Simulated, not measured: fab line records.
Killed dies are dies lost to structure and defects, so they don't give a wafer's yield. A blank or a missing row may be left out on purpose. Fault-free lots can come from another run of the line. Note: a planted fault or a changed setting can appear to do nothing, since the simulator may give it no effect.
8D (eight disciplines) problem report, filled in by code | flow n5 finfet | the parts of the form that need people (team, actions taken, sign-off) are left out

== 1. WHAT IS WRONG ==
cd nm at N5_BEOL_M1_CD_MEAS_18 reads a mean of 19.6 nm on 1 wafer of 1 lot; wafers without a fault read 18.0 nm with a standard deviation of 0.32. Relative to the usual mean, that is a shift of +5.0 standard deviations.
The step: pitch 36 nm, target cd 18 nm.
First observed at day 9 04:57: wafer L904.4, on cd sem-01. Wafers with a number at this step in the record: 29, from 10 lots. Rule for "out" (also "out of limits"): further than 4 standard deviations from the usual mean. The other wafers with a number count as sound.

== 2. WHAT IT IS AND WHAT IT IS NOT ==
question                    | is               | is not
which readings at this step | cd nm            | -
which lots                  | L904             | L893, L894, L896, L897, L898, L908, L911, L912, L913
which wafers of those lots  | L904.4           | L904.1, L904.3
read on which gauges        | cd sem-01        | cd sem-02, cd sem-03
when                        | from day 9 04:57 | up to then (16 sound wafers); but 12 sound wafers of L908, L911, L912, L913 came after

== 3. WHAT RULES OUT EACH SUSPECT ==
Counting: a tool at a process step up to the reading stays a suspect if it ran every lot that is out. Sound lots after the first of them don't rule it out here, since some wafers of a struck lot are sound.
- the gauge at N5_BEOL_M1_CD_MEAS_18: kept. All the wafers that are out were read on cd sem-01, and no step on other tools shows them out.
- cvd co-02 at N5_BEOL_M0_PRE_CLEAN_131 (time 15 s): kept. L904, the lot that is out, went through it at day 9 03:17; up to then, the latest sound lot through it was L897 at day 7 18:09.
- rie diel-02 at N5_BEOL_M1_ETCH_64 (etches SOC in N2/H2, target depth 75 nm, overetch 15 nm, time 112.5 s): kept. L904, the lot that is out, went through it at day 9 04:36; up to then, the latest sound lot through it was L897 at day 7 19:46.
- rie diel-02, N5_BEOL_M1_ETCH_64: wafers that are out in chamber 0, sound lot-mates in chambers 1, 2.
cvd co-02 at N5_BEOL_M0_PRE_CLEAN_131, rie diel-02 at N5_BEOL_M1_ETCH_64 and cd sem-01 at N5_BEOL_M1_CD_MEAS_18 are what is left after counting.

== 4. THE CAUSE (what the simulator had put in) ==
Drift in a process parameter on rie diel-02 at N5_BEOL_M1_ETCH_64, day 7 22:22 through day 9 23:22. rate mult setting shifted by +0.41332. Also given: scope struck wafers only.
3 suspects survive the count, and this tool is in that group.

== 5. THE EFFECT CHAIN, in route order ==
One row per reading whose mean, taken over the struck wafers that have a number, lies over 3 standard deviations from the usual. Only readings whose record carries a usual standard deviation are examined. hours: median over the lots of the time between each lot's start at the first step of this table that gives one and its start at this step. sigmas: the change, counted in usual standard deviations.
hours | step                  | reading | usual   | on struck wafers | change | sigmas
0     | N5_BEOL_M1_CD_MEAS_18 | cd nm   | 18.0 nm | 19.6             | +1.6   | +5.0
Later steps that measure or inspect, where all struck wafers having a row at the step show a number for every such reading and not one has moved that far: N5_BEOL_M1_OVL_MEAS_29, N5_BEOL_M4_RC_MEAS_101.

== 6. WHAT WOULD HAVE CAUGHT IT SOONER ==
Counted from the fault's start at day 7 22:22, it took 31 hours until the first out-of-limits reading at a measuring or inspecting step in this record, taken at day 9 04:57.
No tool reading at N5_BEOL_M1_ETCH_64 that has a usual standard deviation in the record was out on any struck wafer, so an alarm limit of 4 standard deviations on those readings would not have fired.
By day 9 04:57, every lot that is out (1) had started N5_BEOL_M1_ETCH_64 on rie diel-02. Holding the tool at that point would not have protected any of them.
